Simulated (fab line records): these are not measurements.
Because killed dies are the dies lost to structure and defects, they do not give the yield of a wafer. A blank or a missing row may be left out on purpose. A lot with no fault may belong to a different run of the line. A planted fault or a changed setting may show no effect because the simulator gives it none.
Matching of chambers + flow n5 finfet + rie si-01 running N5_FIN_SAQP_MANDREL_ETCH_58: 4 sister chambers
The step etches a-Si in HBr/Cl2, stops on SiNx, target depth 45 nm, bt time 10 s, time 27 s. 14 wafers are shown with their chamber, then 7 later ones without.

== WAFERS WITH THEIR CHAMBER ==
| wafer  | chamber | oes product au (a.u.) |
|--------|---------|-----------------------|
| L076.1 | 1       | 0.675                 |
| L076.3 | 0       | 0.712                 |
| L076.5 | 2       | 0.712                 |
| L079.1 | 0       | 0.703                 |
| L079.2 | 2       | 0.711                 |
| L079.4 | 3       | 0.705                 |
| L080.2 | 0       | 0.700                 |
| L080.4 | 1       | 0.683                 |
| L080.5 | 1       | 0.680                 |
| L083.2 | 1       | 0.678                 |
| L083.4 | 0       | 0.716                 |
| L083.6 | 1       | 0.683                 |
| L084.1 | 3       | 0.689                 |
| L084.2 | 0       | 0.700                 |

SIGNATURES, as means of the wafers listed above
| reading        | chamber 0 | chamber 1 | chamber 2 | chamber 3 | scatter within a chamber |
|----------------|-----------|-----------|-----------|-----------|--------------------------|
| oes product au | 0.70620   | 0.67980   | 0.71150   | 0.69700   | 0.00626                  |
Rule: a wafer lies at a distance from a chamber equal to the root of the sum of squares, over the readings, of (its reading less the chamber's mean, divided by the reading's scatter). If the next closest chamber is less than 2 further off than the closest, the wafer can't be placed; otherwise it belongs to the closest. The scatter: the root of (the sum of the squares of (reading less its chamber's mean) over the shown wafers, divided by (wafers less chambers)).

== WAFERS MISSING THEIR CHAMBER ==
| wafer  | oes product au (a.u.) |
|--------|-----------------------|
| L084.3 | 0.664                 |
| L089.1 | 0.705                 |
| L089.3 | 0.702                 |
| L089.4 | 0.681                 |
| L093.1 | 0.690                 |
| L093.3 | 0.703                 |
| L093.4 | 0.719                 |

== CHAMBER TAKEN BY EACH ==
| wafer  | from the rows above          | in truth |
|--------|------------------------------|----------|
| L084.3 | 1                            | 1        |
| L089.1 | can't be placed: 0 or 2 or 3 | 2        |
| L089.3 | can't be placed: 0 or 3 or 2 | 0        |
| L089.4 | 1                            | 1        |
| L093.1 | can't be placed: 3 or 1 or 0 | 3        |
| L093.3 | can't be placed: 0 or 3 or 2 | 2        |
| L093.4 | can't be placed: 2 or 0      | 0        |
Placed correctly: 2 of 7. Not placeable from these rows: 5 (in 5, the candidates include the true chamber). Placed wrongly: 0.
